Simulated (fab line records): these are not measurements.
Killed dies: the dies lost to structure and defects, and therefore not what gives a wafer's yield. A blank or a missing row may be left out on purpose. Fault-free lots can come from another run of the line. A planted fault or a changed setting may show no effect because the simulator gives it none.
Which tool was responsible?	flow n5 finfet	23 lots with 69 wafers sampled at 6 steps, on a route of 1938 steps

## WHAT THE GAUGES READ, wafer by wafer
The record holds no reading of a measuring or inspecting step that can be judged against a usual standard deviation.

## WHAT TOOL EACH LOT RAN ON (gives the tool, then ch and the chambers of the sampled wafers, and finally the start)
lot	N5_SDB_STRIP_21	N5_SDB_STRIP_22	N5_HKMG_FIN_STRIP_93	N5_HKMG_FIN_CMP_23	N5_HKMG_FIN_CMP_94	N5_GATE_CUT_ETCH_58
L074	rie diel-02 ch 0,1,3, day 3 17:23	plasma asher-02 ch 0,1, day 3 17:29	rie diel-06 ch 0,1, day 4 00:28	cmp-03 ch 1,3, day 4 06:52	cmp-03 ch 1,3, day 4 07:17	rie diel-05 ch 1,2, day 4 07:57
L075	rie diel-02 ch 0,1,2, day 4 03:32	plasma asher-02 ch 0,1, day 4 03:38	rie diel-06 ch 0,1, day 4 09:58	cmp-03 ch 1,3, day 4 17:22	cmp-03 ch 1,3, day 4 17:47	rie diel-04 ch 0,1,3, day 4 18:42
L076	rie diel-03 ch 1,3, day 4 06:53	plasma asher-01 ch 0,1, day 4 06:59	rie diel-06 ch 0,3, day 4 12:53	cmp-01 ch 1,2,3, day 4 20:07	cmp-01 ch 1,2,3, day 4 20:35	rie diel-01 ch 0,1,2, day 4 21:16
L077	rie diel-06 ch 0,1,3, day 4 13:08	plasma asher-01 ch 0,1, day 4 13:18	rie diel-03 ch 1,2, day 4 20:09	cmp-03 ch 1,2,3, day 5 03:28	cmp-03 ch 1,2,3, day 5 03:53	rie diel-05 ch 0,3, day 5 04:25
L078	rie diel-03 ch 0,1,3, day 4 17:58	plasma asher-01 ch 0,1, day 4 18:04	rie diel-03 ch 0,2, day 5 01:35	cmp-01 ch 0,1,3, day 5 08:24	cmp-01 ch 0,1,3, day 5 08:53	rie diel-01 ch 1,3, day 5 09:38
L079	rie diel-03 ch 2,3, day 5 02:33	plasma asher-01 ch 0,1, day 5 02:39	rie diel-02 ch 1,2, day 5 08:26	cmp-02 ch 0,1,2, day 5 14:55	cmp-02 ch 0,1,2, day 5 15:15	rie diel-01 ch 0,1, day 5 15:43
L080	rie diel-03 ch 2,3, day 5 06:49	plasma asher-01 ch 0,1, day 5 06:55	rie diel-03 ch 0,2, day 5 13:03	cmp-01 ch 1,3, day 5 19:31	cmp-01 ch 1,3, day 5 20:00	rie diel-05 ch 0,1, day 5 20:44
L082	rie diel-06 ch 0,1,2, day 5 18:10	plasma asher-02 ch 0,1, day 5 18:16	rie diel-02 ch 0,1,3, day 6 00:17	cmp-01 ch 1,2,3, day 6 06:29	cmp-01 ch 1,2,3, day 6 06:58	rie diel-05 ch 0,1,3, day 6 07:31
L083	rie diel-06 ch 0,1,2, day 5 22:59	plasma asher-01 ch 0,1, day 5 23:07	rie diel-03 ch 0,1,3, day 6 05:00	cmp-02 ch 0,3, day 6 11:25	cmp-02 ch 0,3, day 6 11:53	rie diel-01 ch 0,1,2, day 6 12:29
L084	rie diel-02 ch 2,3, day 6 06:22	plasma asher-01 ch 0,1, day 6 06:28	rie diel-06 ch 0,2, day 6 12:49	cmp-01 ch 0,2, day 6 19:22	cmp-01 ch 0,2, day 6 19:51	rie diel-04 ch 0,1,2, day 6 20:31
L085	rie diel-06 ch 0,1, day 6 13:34	plasma asher-01 ch 0,1, day 6 13:40	rie diel-06 ch 0,1,2, day 6 19:53	cmp-01 ch 0,3, day 7 02:14	cmp-01 ch 0,3, day 7 02:43	rie diel-01 ch 0,2, day 7 03:16
L086	rie diel-03 ch 0,2,3, day 6 20:26	plasma asher-01 ch 1, day 6 20:32	rie diel-03 ch 0,1,3, day 7 02:47	cmp-03 ch 0,2, day 7 09:29	cmp-03 ch 0,2, day 7 09:55	rie diel-01 ch 0,1,3, day 7 10:26
L087	rie diel-03 ch 0,3, day 7 01:23	plasma asher-02 ch 0,1, day 7 01:29	rie diel-06 ch 0,2, day 7 09:01	cmp-02 ch 1,2, day 7 15:26	cmp-02 ch 1,2, day 7 15:55	rie diel-04 ch 0,2,3, day 7 16:29
L088	rie diel-02 ch 0,1, day 7 08:28	plasma asher-02 ch 0,1, day 7 08:34	rie diel-03 ch 1,2, day 7 15:15	cmp-01 ch 0,1,2, day 7 21:41	cmp-01 ch 0,1,2, day 7 22:01	rie diel-04 ch 1,2, day 7 22:31
L089	rie diel-03 ch 0,1,3, day 7 10:49	plasma asher-02 ch 0,1, day 7 10:57	rie diel-02 ch 2,3, day 7 18:23	cmp-03 ch 1,2,3, day 8 00:52	cmp-03 ch 1,2,3, day 8 01:20	rie diel-01 ch 0,1, day 8 01:53
L090	rie diel-02 ch 1,2,3, day 7 20:04	plasma asher-02 ch 0,1, day 7 20:10	rie diel-03 ch 0,3, day 8 01:55	cmp-03 ch 0,1,2, day 8 08:58	cmp-03 ch 0,1,2, day 8 09:20	rie diel-04 ch 0,2,3, day 8 09:50
L091	rie diel-02 ch 0,1,3, day 8 01:11	plasma asher-02 ch 0,1, day 8 01:17	rie diel-03 ch 0,2,3, day 8 07:11	cmp-01 ch 0,2,3, day 8 13:49	cmp-01 ch 0,2,3, day 8 14:17	rie diel-05 ch 1,2,3, day 8 14:50
L092	rie diel-02 ch 1,2,3, day 8 05:48	plasma asher-02 ch 0,1, day 8 05:54	rie diel-06 ch 0,2,3, day 8 11:40	cmp-01 ch 0,2,3, day 8 18:05	cmp-01 ch 0,2,3, day 8 18:34	rie diel-05 ch 1,2,3, day 8 19:26
L093	rie diel-02 ch 0,1,3, day 8 09:49	plasma asher-01 ch 0,1, day 8 09:58	rie diel-02 ch 0,3, day 8 16:29	cmp-03 ch 0,2,3, day 8 23:31	cmp-03 ch 0,2,3, day 8 23:59	rie diel-04 ch 0,2,3, day 9 00:33
L094	rie diel-06 ch 1,3, day 8 17:17	plasma asher-01 ch 1, day 8 17:23	rie diel-06 ch 0,1,3, day 8 23:37	cmp-03 ch 0,1, day 9 06:04	cmp-03 ch 0,1, day 9 06:29	rie diel-05 ch 2,3, day 9 07:01
L095	rie diel-06 ch 0,2,3, day 9 01:47	plasma asher-02 ch 0,1, day 9 01:56	rie diel-06 ch 0,2,3, day 9 07:51	cmp-03 ch 0,3, day 9 14:31	cmp-03 ch 0,3, day 9 15:00	rie diel-01 ch 0,1,2, day 9 15:34
L096	rie diel-06 ch 2,3, day 9 06:22	plasma asher-01 ch 0,1, day 9 06:29	rie diel-02 ch 0,2,3, day 9 13:42	cmp-03 ch 1,2,3, day 9 20:30	cmp-03 ch 1,2,3, day 9 20:53	rie diel-04 ch 0,2, day 9 21:23
L097	rie diel-02 ch 0,2,3, day 9 14:17	plasma asher-01 ch 0,1, day 9 14:23	rie diel-03 ch 1,2,3, day 9 20:27	cmp-03 ch 0,2,3, day 10 03:07	cmp-03 ch 0,2,3, day 10 03:35	rie diel-04 ch 0,2, day 10 04:09
- N5_SDB_STRIP_21: strips in CF4.
- N5_SDB_STRIP_22: strips in N2/H2.
- N5_HKMG_FIN_STRIP_93: strips SOC in N2/H2, time 20 s.
- N5_HKMG_FIN_CMP_23: polishes, stops on SiNx, t overpolish 10 s, target thk 46.326 nm.
- N5_HKMG_FIN_CMP_94: polishes, stops on SiNx, t overpolish 4.7 s, target thk 43.299 nm.
- N5_GATE_CUT_ETCH_58: etches SiNx in CH3F/O2, target depth 17 nm, time 128.6 s.

## WHAT THE TOOLS THEMSELVES READ (means of the sampled wafers that have a number; where no wafer has one, the mark that the record gives instead)
N5_SDB_STRIP_21. Usual: drypump motor current A 5.7 A, standard deviation 0.47; oes product au 0.82 a.u., standard deviation 0.086; rf vpp V 271.6 V, standard deviation 1.4; showerhead plenum p Torr 1.82 Torr, standard deviation 0.051; throttle valve pct 13.45 %, standard deviation 0.29.
lot	tool	drypump motor current A (A)	oes product au (a.u.)	rf vpp V (V)	showerhead plenum p Torr (Torr)	throttle valve pct (%)	flag
L074	rie diel-02	5.7	0.74	271.0	1.82	13.64	
L075	rie diel-02	5.9	0.69	272.3	1.80	13.80	
L076	rie diel-03	5.6	0.83	271.9	1.78	13.43	
L077	rie diel-06	6.0	0.85	272.4	1.84	13.25	
L078	rie diel-03	5.8	0.81	270.2	1.78	13.61	
L079	rie diel-03	5.5	0.92	273.0	1.87	13.43	
L080	rie diel-03	5.6	0.90	272.9	1.85	13.31	
L082	rie diel-06	5.8	0.86	272.0	1.81	13.15	
L083	rie diel-06	5.8	0.85	271.7	1.81	13.17	
L084	rie diel-02	5.1	0.78	270.2	1.80	13.33	
L085	rie diel-06	6.1	0.82	271.2	1.79	13.34	
L086	rie diel-03	5.7	0.86	272.4	1.84	13.52	
L087	rie diel-03	5.7	0.84	271.5	1.81	13.40	
L088	rie diel-02	5.9	0.76	271.5	1.81	13.68	
L089	rie diel-03	5.8	0.86	272.6	1.84	13.46	
L090	rie diel-02	5.4	0.72	271.1	1.80	13.52	
L091	rie diel-02	5.7	0.80	271.8	1.81	13.52	
L092	rie diel-02	5.4	0.71	270.7	1.80	13.54	
L093	rie diel-02	5.7	0.79	271.5	1.81	13.53	
L094	rie diel-06	6.0	0.79	270.7	1.79	13.48	
L095	rie diel-06	5.7	0.83	273.2	1.86	13.17	
L096	rie diel-06	5.6	0.83	273.3	1.85	13.26	
L097	rie diel-02	5.6	0.79	271.0	1.78	13.55	

N5_SDB_STRIP_22. Usual: drypump motor current A 5.55 A, standard deviation 0.3; heater power w 344 W, standard deviation 33; oes product au 0.715 a.u., standard deviation 0.0046; strip time to endpoint s 96.1 s, standard deviation 0.44.
lot	tool	drypump motor current A (A)	heater power w (W)	oes product au (a.u.)	strip time to endpoint s (s)	flag
L074	plasma asher-02	5.93	304	0.719	96.5	
L075	plasma asher-02	5.86	325	0.712	96.8	
L076	plasma asher-01	5.29	369	0.713	96.0	
L077	plasma asher-01	5.30	374	0.710	95.9	
L078	plasma asher-01	5.29	368	0.715	96.7	
L079	plasma asher-01	5.34	357	0.717	96.1	
L080	plasma asher-01	5.30	374	0.715	96.4	
L082	plasma asher-02	5.86	327	0.720	95.9	
L083	plasma asher-01	5.30	369	0.712	96.4	
L084	plasma asher-01	5.32	360	0.717	96.1	
L085	plasma asher-01	5.32	354	0.714	96.7	
L086	plasma asher-01	5.36	356	0.714	96.3	
L087	plasma asher-02	5.91	309	0.710	96.0	
L088	plasma asher-02	5.94	307	0.710	96.3	
L089	plasma asher-02	5.94	302	0.715	96.2	
L090	plasma asher-02	5.94	307	0.718	96.0	
L091	plasma asher-02	5.92	305	0.714	95.7	
L092	plasma asher-02	5.86	323	0.715	96.3	
L093	plasma asher-01	5.34	359	0.711	95.9	
L094	plasma asher-01	5.37	346	0.713	95.7	
L095	plasma asher-02	5.85	324	0.714	95.3	
L096	plasma asher-01	5.32	364	0.713	95.7	
L097	plasma asher-01	5.30	367	0.714	96.1	

N5_HKMG_FIN_STRIP_93. Usual: drypump motor current A 5.8 A, standard deviation 0.4; oes product au 0.85 a.u., standard deviation 0.075; rf vpp V 54.5 V, standard deviation 0.9; showerhead plenum p Torr 3.44 Torr, standard deviation 0.12; throttle valve pct 19.1 %, standard deviation 0.43.
lot	tool	drypump motor current A (A)	oes product au (a.u.)	rf vpp V (V)	showerhead plenum p Torr (Torr)	throttle valve pct (%)	flag
L074	rie diel-06	6.1	0.86	54.7	3.36	18.7	
L075	rie diel-06	6.1	0.86	53.5	3.36	18.7	
L076	rie diel-06	6.1	0.90	55.3	3.57	18.7	
L077	rie diel-03	5.6	0.79	54.1	3.31	19.1	
L078	rie diel-03	5.9	0.89	55.4	3.46	19.7	
L079	rie diel-02	5.6	0.69	54.1	3.35	19.2	
L080	rie diel-03	5.7	0.92	54.9	3.53	19.7	
L082	rie diel-02	5.7	0.84	54.4	3.39	19.1	
L083	rie diel-03	5.8	0.90	53.4	3.46	19.1	
L084	rie diel-06	5.8	0.88	54.8	3.53	18.8	
L085	rie diel-06	5.8	0.85	54.8	3.41	18.8	
L086	rie diel-03	5.8	0.89	54.3	3.46	19.1	
L087	rie diel-06	5.8	0.86	54.6	3.52	18.8	
L088	rie diel-03	5.5	0.92	54.6	3.57	19.3	
L089	rie diel-02	5.1	0.78	54.6	3.37	19.0	
L090	rie diel-03	6.0	0.82	54.1	3.39	19.6	
L091	rie diel-03	5.7	0.86	53.8	3.46	19.5	
L092	rie diel-06	5.7	0.86	54.1	3.51	18.8	
L093	rie diel-02	5.4	0.85	54.3	3.37	19.0	
L094	rie diel-06	6.0	0.83	54.5	3.44	18.7	
L095	rie diel-06	5.7	0.85	53.8	3.50	18.8	
L096	rie diel-02	5.6	0.80	54.5	3.33	19.2	
L097	rie diel-03	5.6	0.88	54.7	3.51	19.1	

N5_HKMG_FIN_CMP_23. Usual: motor current A 13.1 A, standard deviation 1.7; overpolish run s 9.998 s, standard deviation 0.0089; pad life wafers 1079, standard deviation 510; time to endpoint s 12.0 s, standard deviation 2.1.
lot	tool	motor current A (A)	overpolish run s (s)	pad life wafers	time to endpoint s (s)	flag
L074	cmp-03	12.9	9.991	1748	10.6	
L075	cmp-03	12.8	9.990	1844	13.9	
L076	cmp-01	13.6	10.001	817	11.2	
L077	cmp-03	12.8	9.988	1910	10.2	
L078	cmp-01	14.6	9.996	914	12.1	
L079	cmp-02	12.7	9.995	1323	13.4	
L080	cmp-01	13.9	10.003	1021	10.1	
L082	cmp-01	13.8	10.000	1112	11.7	
L083	cmp-02	11.1	10.001	1488	14.0	
L084	cmp-01	13.4	9.996	1237	11.6	
L085	cmp-01	14.4	9.999	1286	12.3	
L086	cmp-03	11.7	9.998	230	10.9	
L087	cmp-02	12.9	9.998	1700	13.3	
L088	cmp-01	14.1	10.006	1437	11.6	
L089	cmp-03	12.9	9.998	326	11.7	
L090	cmp-03	13.2	10.002	380	9.5	
L091	cmp-01	14.0	9.995	1555	12.5	
L092	cmp-01	13.7	10.003	1591	10.1	
L093	cmp-03	11.4	9.997	476	13.4	
L094	cmp-03	13.5	10.000	524	13.4	
L095	cmp-03	11.4	9.991	594	13.3	
L096	cmp-03	13.1	9.998	632	13.2	
L097	cmp-03	11.6	10.005	686	12.1	

N5_HKMG_FIN_CMP_94. Usual: motor current A 13.0 A, standard deviation 1.6; pad life wafers 1085, standard deviation 510.
lot	tool	motor current A (A)	pad life wafers	flag
L074	cmp-03	12.7	1754	
L075	cmp-03	12.8	1850	
L076	cmp-01	13.9	823	
L077	cmp-03	12.5	1916	
L078	cmp-01	14.2	920	
L079	cmp-02	12.6	1329	
L080	cmp-01	14.3	1027	
L082	cmp-01	13.8	1118	
L083	cmp-02	10.8	1494	
L084	cmp-01	13.7	1243	
L085	cmp-01	14.6	1292	
L086	cmp-03	11.8	236	
L087	cmp-02	13.4	1706	
L088	cmp-01	14.1	1443	
L089	cmp-03	12.7	332	
L090	cmp-03	12.8	386	
L091	cmp-01	13.8	1561	
L092	cmp-01	13.9	1597	
L093	cmp-03	11.4	482	
L094	cmp-03	13.4	530	
L095	cmp-03	11.7	600	
L096	cmp-03	12.8	638	
L097	cmp-03	11.4	692	

N5_GATE_CUT_ETCH_58. Usual: drypump motor current A 5.8 A, standard deviation 0.54; oes product au 0.80 a.u., standard deviation 0.079; rf vpp V 99.1 V, standard deviation 0.93; showerhead plenum p Torr 2.02 Torr, standard deviation 0.056; throttle valve pct 16.32 %, standard deviation 0.28.
lot	tool	drypump motor current A (A)	oes product au (a.u.)	rf vpp V (V)	showerhead plenum p Torr (Torr)	throttle valve pct (%)	flag
L074	rie diel-05	5.4	0.76	98.1	1.98	16.25	
L075	rie diel-04	5.8	0.74	99.6	2.05	16.31	
L076	rie diel-01	5.8	0.84	99.2	2.04	16.18	
L077	rie diel-05	5.9	0.83	99.6	2.08	16.19	
L078	rie diel-01	5.4	0.90	98.6	2.03	16.01	
L079	rie diel-01	6.3	0.89	99.7	2.08	16.01	
L080	rie diel-05	5.7	0.80	99.5	2.05	16.16	
L082	rie diel-05	5.9	0.79	98.8	2.02	16.39	
L083	rie diel-01	5.9	0.92	99.7	2.04	16.06	
L084	rie diel-04	6.2	0.75	98.8	2.01	16.50	
L085	rie diel-01	6.3	0.91	98.5	2.06	16.18	
L086	rie diel-01	5.8	0.87	99.4	2.06	16.14	
L087	rie diel-04	6.1	0.72	99.3	2.02	16.50	
L088	rie diel-04	6.2	0.76	98.1	1.97	16.59	
L089	rie diel-01	6.3	0.86	99.6	2.08	16.06	
L090	rie diel-04	6.1	0.71	98.7	2.01	16.51	
L091	rie diel-05	5.8	0.76	98.5	1.98	16.47	
L092	rie diel-05	5.8	0.76	99.0	1.98	16.48	
L093	rie diel-04	6.1	0.71	99.4	2.01	16.51	
L094	rie diel-05	5.6	0.76	99.3	2.00	16.36	
L095	rie diel-01	5.8	0.87	99.6	2.03	16.09	
L096	rie diel-04	6.4	0.72	98.5	1.98	16.68	
L097	rie diel-04	6.5	0.70	99.2	2.01	16.61	

## THE ANSWER, worked out from the rows above alone
Rule: take the mean of a lot's wafers that have a number; if it is more than 3 standard deviations from the usual mean, the lot is off. A lot without any number at a reading at which 4 lots or more have one is off too. The other lots that the step has rows for count as sound. Order of review: gauges by route order, followed by the tools' own readings, for which a lot's mean as printed above is used. At the first step where some lot is off, the reading lying furthest off is the one used; lots without a number count as furthest.
No lot is off on any of the readings shown, so nothing can be concluded from this.

## WHAT THE SIMULATOR HAD INSERTED
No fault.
